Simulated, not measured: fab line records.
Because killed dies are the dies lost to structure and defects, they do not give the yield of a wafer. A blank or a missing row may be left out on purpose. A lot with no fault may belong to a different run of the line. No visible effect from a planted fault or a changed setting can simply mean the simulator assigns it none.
Matching of chambers    flow n5 finfet    4 sister chambers for N5_GATE_CUT_CMP_61 on cmp-01
The step polishes, stops on SiNx, t overpolish 3 s. 20 wafers are shown with their chamber, then 10 later ones without.

== EACH WAFER AND ITS CHAMBER ==
wafer   chamber  motor current A (A)  slurry filter dp kPa (kPa)
L074.2  0        11.9                 13.51
L074.4  3        12.9                 13.46
L074.6  1        12.1                 13.49
L076.3  1        12.0                 13.39
L076.4  2        11.1                 13.50
L076.5  0        12.2                 13.56
L078.1  0        12.1                 13.66
L078.4  3        13.2                 13.43
L078.5  3        12.8                 13.57
L079.1  0        12.3                 13.35
L079.2  1        11.6                 13.49
L079.3  3        13.0                 13.43
L081.2  0        11.9                 13.49
L081.3  1        12.0                 13.28
L081.4  3        13.4                 13.52
L083.1  3        13.0                 13.41
L083.3  0        11.8                 13.49
L083.5  2        11.2                 13.46
L084.3  1        11.4                 13.57
L084.5  3        13.4                 13.84

SIGNATURES, as means of the wafers listed above
reading               chamber 0  chamber 1  chamber 2  chamber 3  scatter within a chamber
motor current A       12.033     11.820     11.150     13.100     0.238
slurry filter dp kPa  13.5100    13.4440    13.4800    13.5229    0.122
Rule: a wafer's distance from a chamber is the root of the sum, over the readings, of the square of ((its reading less the chamber's mean) divided by the reading's scatter). If the next closest chamber is less than 2 further off than the closest, the wafer can't be placed; otherwise it belongs to the closest. The scatter: the root of (the sum of the squares of (reading less its chamber's mean) over the shown wafers, divided by (wafers less chambers)).

== WAFERS WITHOUT THEIR CHAMBER ==
wafer   motor current A (A)  slurry filter dp kPa (kPa)
L084.6  11.6                 13.73
L089.2  12.1                 13.46
L089.3  13.5                 13.36
L089.5  11.5                 13.46
L092.3  12.7                 13.52
L092.4  13.3                 13.41
L092.5  10.6                 13.44
L097.1  12.2                 13.31
L097.2  11.3                 13.57
L097.4  12.6                 13.57

== EACH ONE'S CHAMBER ==
wafer   from the rows above           in truth
L084.6  can't be placed: 1 or 0 or 2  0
L089.2  can't be placed: 0 or 1       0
L089.3  3                             3
L089.5  can't be placed: 1 or 2 or 0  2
L092.3  can't be placed: 3 or 0       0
L092.4  3                             3
L092.5  2                             2
L097.1  can't be placed: 0 or 1       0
L097.2  can't be placed: 2 or 1       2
L097.4  can't be placed: 3 or 0 or 1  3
Correctly placed: 3 of 10. Unplaceable from these rows: 7, with the true chamber sitting among the candidates in 7. 0 placed wrongly.
